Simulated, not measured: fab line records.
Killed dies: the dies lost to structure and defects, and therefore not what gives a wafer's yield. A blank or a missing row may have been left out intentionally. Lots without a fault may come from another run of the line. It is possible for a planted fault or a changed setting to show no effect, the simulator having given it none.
Matching of chambers    flow nand_harc    NHARC_A_M0_CMP_23 on cmp-03: 4 sister chambers
The step polishes, t overpolish 20 s, target thk 113.75 nm. 20 wafers are shown with their chamber, then 10 later ones without.

## WAFERS PAIRED WITH THEIR CHAMBERS
wafer   chamber  motor_current_A (A)  time_to_endpoint_s (s)  edge_zone_pressure_frac
L075.4  2        10.6                 26.9                    1.001
L075.5  2        10.4                 26.5                    0.994
L075.6  1        13.2                 29.0                    0.992
L078.1  1        13.8                 29.1                    1.010
L078.2  2        10.5                 30.1                    0.995
L078.5  0        13.5                 30.0                    1.000
L081.2  3        12.3                 28.5                    0.990
L081.4  0        12.5                 28.4                    0.999
L081.6  1        15.0                 27.8                    0.999
L085.1  2        10.0                 30.5                    0.989
L085.3  3        12.9                 34.7                    0.995
L085.6  0        13.2                 30.1                    1.003
L086.1  2        10.2                 26.3                    0.997
L086.2  3        13.4                 28.3                    1.009
L086.6  1        13.4                 26.9                    1.000
L092.2  1        13.9                 25.9                    0.999
L092.3  2        10.7                 28.9                    0.999
L092.4  0        12.0                 30.1                    1.002
L091.3  0        12.6                 31.1                    0.994
L091.4  1        13.5                 29.6                    1.009

SIGNATURES, as means of the wafers listed above
reading                  chamber 0  chamber 1  chamber 2  chamber 3  scatter within a chamber
motor_current_A          12.760     13.800     10.400     12.867     0.526
time_to_endpoint_s       29.940     28.050     28.200     30.500     1.91
edge_zone_pressure_frac  0.99960    1.00150    0.99583    0.99800    0.00595
Rule: a wafer lies at a distance from a chamber equal to the root of the sum of squares, over the readings, of (its reading less the chamber's mean, divided by the reading's scatter). The wafer belongs to the nearest chamber; if the next one is less than 2 further off, it can't be placed. The scatter: take each reading less its chamber's mean, square it, sum over the shown wafers, divide by the number of wafers less the number of chambers, and take the root.

## WAFERS WITH NO CHAMBER GIVEN
wafer   motor_current_A (A)  time_to_endpoint_s (s)  edge_zone_pressure_frac
L091.6  12.7                 29.3                    0.997
L090.1  10.4                 27.5                    1.004
L090.3  14.2                 30.1                    0.995
L090.6  12.1                 25.8                    0.997
L094.1  10.4                 24.6                    0.995
L094.3  13.0                 27.9                    0.999
L094.4  13.1                 28.2                    1.001
L096.2  13.4                 29.2                    1.005
L096.4  13.7                 30.0                    0.999
L096.6  13.0                 27.7                    1.003

## EACH ONE'S CHAMBER
wafer   from the rows above                in truth
L091.6  can't be placed: 0 or 3 or 1       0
L090.1  2                                  2
L090.3  can't be placed: 1 or 3 or 0       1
L090.6  can't be placed: 0 or 3 or 2 or 1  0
L094.1  2                                  2
L094.3  can't be placed: 0 or 3 or 1       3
L094.4  can't be placed: 0 or 1 or 3       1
L096.2  can't be placed: 1 or 0 or 3       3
L096.4  can't be placed: 1 or 3 or 0       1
L096.6  can't be placed: 0 or 1 or 3       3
Correctly placed: 2 of 10. Not placeable from these rows: 8 (in 8, the candidates include the true chamber). Placed wrongly: 0.
